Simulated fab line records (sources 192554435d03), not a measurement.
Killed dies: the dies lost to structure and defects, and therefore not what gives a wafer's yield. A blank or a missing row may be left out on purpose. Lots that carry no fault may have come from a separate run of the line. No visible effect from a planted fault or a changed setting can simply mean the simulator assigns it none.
Split-lot experiment | flow n5-finfet | route with 1938 steps; 7 lots, 21 wafers read

SPLIT DETAILS
At N5_BEOL_M3_COAT_67 (time 60 s, resist thk 60 nm), the setting spin-rpm was moved away from the recipe's 1500 rpm on 7 of the 21 wafers read, by -6.4% to +4.3%. All remaining wafers had this setting at the recipe value.

The reading is taken at the split's own step.

THE READING
SOC_of_BEOL_M3_COAT_67.thk-nm (the simulator's own value, which no gauge read), in nm, at N5_BEOL_M3_COAT_67 (time 60 s, resist thk 60 nm). The file gives no usual value for it. Across the 14 wafers here that went through the recipe, the average is 60.0 nm and the standard deviation 0.15 nm.

wafer  | tool, chamber at the split | spin-rpm as run, rpm | against the recipe | SOC_of_BEOL_M3_COAT_67.thk-nm, nm | against lot-mates on the recipe
L074.3 | litho-track-03, 0          | 1500                 | recipe             | 60                                | -
L074.5 | litho-track-03, 0          | 1447                 | -3.5%              | 61.2                              | +1.1
L074.6 | litho-track-03, 0          | 1500                 | recipe             | 60.2                              | -
L076.1 | litho-track-02, 0          | 1500                 | recipe             | 60                                | -
L076.5 | litho-track-02, 0          | 1500                 | recipe             | 60                                | -
L076.2 | litho-track-02, 0          | 1429                 | -4.7%              | 61.4                              | +1.4
L083.1 | litho-track-03, 0          | 1500                 | recipe             | 60.2                              | -
L083.4 | litho-track-03, 0          | 1500                 | recipe             | 60.2                              | -
L083.3 | litho-track-03, 0          | 1500                 | recipe             | 60                                | -
L081.1 | litho-track-03, 0          | 1404                 | -6.4%              | 62                                | +2.0
L081.2 | litho-track-03, 0          | 1500                 | recipe             | 60                                | -
L081.6 | litho-track-03, 0          | 1404                 | -6.4%              | 62.2                              | +2.2
L086.2 | litho-track-05, 0          | 1500                 | recipe             | 60                                | -
L086.5 | litho-track-05, 0          | 1500                 | recipe             | 60.2                              | -
L086.6 | litho-track-05, 0          | 1427                 | -4.9%              | 61.4                              | +1.3
L087.3 | litho-track-02, 0          | 1500                 | recipe             | 60                                | -
L087.4 | litho-track-02, 0          | 1500                 | recipe             | 60                                | -
L087.5 | litho-track-02, 0          | 1500                 | recipe             | 60                                | -
L092.1 | litho-track-05, 0          | 1565                 | +4.3%              | 58.6                              | -1.0
L092.5 | litho-track-05, 0          | 1565                 | +4.3%              | 58.6                              | -1.0
L092.6 | litho-track-05, 0          | 1500                 | recipe             | 59.6                              | -

FIT RESULTS
A straight line over all 21 wafers: SOC_of_BEOL_M3_COAT_67.thk-nm changes by -0.317 nm for each +1% of spin-rpm; r = -0.99; the points scatter about the line by 0.14 nm.
The same after taking each lot's own level away (the mean of its wafers on the recipe; 21 wafers): -0.29 nm for each +1%; r = -0.99; scatter 0.13 nm.
On that fit, the largest move of spin-rpm shifts the reading by 1.9 nm.
The span of the lots' own levels, 59.60 to 60.13 nm, comes to 3.6 times the standard deviation stated above.
The two slopes agree, so the slope changes little with the lot-to-lot level.
Check: with one of the wafers moved furthest among these (-6.4%) left out of the fit, the line predicts +1.87 nm for it against its lot-mates. It came out at +2 nm against them.

OTHER SPLITS ON THESE WAFERS
Before the reading, these wafers also passed through other splits. Each is held against what the fit with the lots' levels taken away leaves over:
other split on the same wafers         | wafers away from the commonest value | r with SOC_of_BEOL_M3_COAT_67.thk-nm (lot level and that fit taken away)
N5_SDB_ETCH_18 time-s                  | 7                                    | -0.18
N5_HKMG_FIN_EXPOSE_09 dose-mj          | 4                                    | -0.07
N5_MOL_CONTACT_COAG_ALD_131 ald-cycles | 8                                    | +0.07
N5_MOL_CONTACT_COAG_ETCH_91 source-w   | 9                                    | +0.08
N5_BEOL_M0_SAQP_COAT_82 spin-rpm       | 7                                    | -0.17
N5_BEOL_M0_SAQP_PEB_12 peb-time-s      | 7                                    | +0.03
N5_BEOL_M1_COAT_05 spin-rpm            | 3                                    | +0.11
N5_BEOL_M1_ETCH_74 bias-w              | 5                                    | -0.47
N5_BEOL_M2_COAT_62 spin-rpm            | 9                                    | -0.04

THE FILE'S OWN FIT
SOC_of_BEOL_M3_COAT_67.thk-nm changes by -0.293 nm for each +1% of spin-rpm, r = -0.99.
